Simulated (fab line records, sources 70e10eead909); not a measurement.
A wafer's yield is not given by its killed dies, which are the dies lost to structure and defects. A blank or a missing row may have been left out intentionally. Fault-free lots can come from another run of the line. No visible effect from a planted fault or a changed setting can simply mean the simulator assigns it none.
Matching of chambers	flow nand harc	NHARC_P_GATE_DESCUM_93 on rie diel-10 has 4 sister chambers
The step chemistry O2, time 3 s. 20 wafers are shown with their chamber, then 10 later ones without.

== WAFERS, EACH WITH ITS CHAMBER ==
wafer	chamber	drypump motor current A (A)	showerhead plenum p Torr (Torr)	oes product au (a.u.)
L075.1	2	5.0	1.86	0.997
L075.5	3	5.8	1.91	1.008
L075.6	2	5.0	1.86	0.994
L077.2	3	5.8	1.91	1.012
L077.3	2	5.1	1.86	0.999
L077.5	3	5.8	1.91	1.016
L080.1	1	5.4	2.02	0.986
L080.2	0	5.7	1.85	0.990
L080.5	3	5.8	1.91	1.018
L084.2	1	5.4	2.02	0.995
L084.3	2	5.0	1.86	0.992
L084.5	1	5.4	2.02	0.992
L090.1	2	5.1	1.85	0.991
L090.3	1	5.4	2.02	1.005
L090.6	3	5.8	1.91	0.989
L091.1	2	5.0	1.85	0.998
L091.5	3	5.8	1.90	0.996
L091.6	0	5.7	1.85	1.000
L093.1	0	5.7	1.84	0.997
L093.3	2	5.0	1.85	1.002

SIGNATURES (averages over the wafers above)
reading	chamber 0	chamber 1	chamber 2	chamber 3	scatter within a chamber
drypump motor current A	5.700	5.400	5.029	5.800	0.0299
showerhead plenum p Torr	1.8467	2.0200	1.8557	1.9083	0.00448
oes product au	0.99567	0.99450	0.99614	1.00650	0.00794
Rule: a wafer lies at a distance from a chamber equal to the root of the sum of squares, over the readings, of (its reading less the chamber's mean, divided by the reading's scatter). If the next closest chamber is less than 2 further off than the closest, the wafer can't be placed; otherwise it belongs to the closest. The scatter: take each reading less its chamber's mean, square it, sum over the shown wafers, divide by the number of wafers less the number of chambers, and take the root.

== WAFERS WITHOUT THEIR CHAMBER ==
wafer	drypump motor current A (A)	showerhead plenum p Torr (Torr)	oes product au (a.u.)
L093.4	5.4	2.02	0.998
L094.1	5.8	1.90	1.003
L094.3	5.1	1.85	0.991
L094.4	5.4	2.02	1.000
L095.1	5.7	1.84	1.009
L095.2	5.4	2.02	0.989
L095.3	5.8	1.90	1.009
L097.1	5.8	1.90	1.000
L097.3	5.0	1.85	0.993
L097.5	5.0	1.85	0.996

== CHAMBER TAKEN BY EACH ==
wafer	from the rows above	in truth
L093.4	1	1
L094.1	3	3
L094.3	2	2
L094.4	1	1
L095.1	0	0
L095.2	1	1
L095.3	3	3
L097.1	3	3
L097.3	2	2
L097.5	2	2
Placed correctly: 10 of 10. Not placeable from these rows: 0. Wrongly placed: 0.
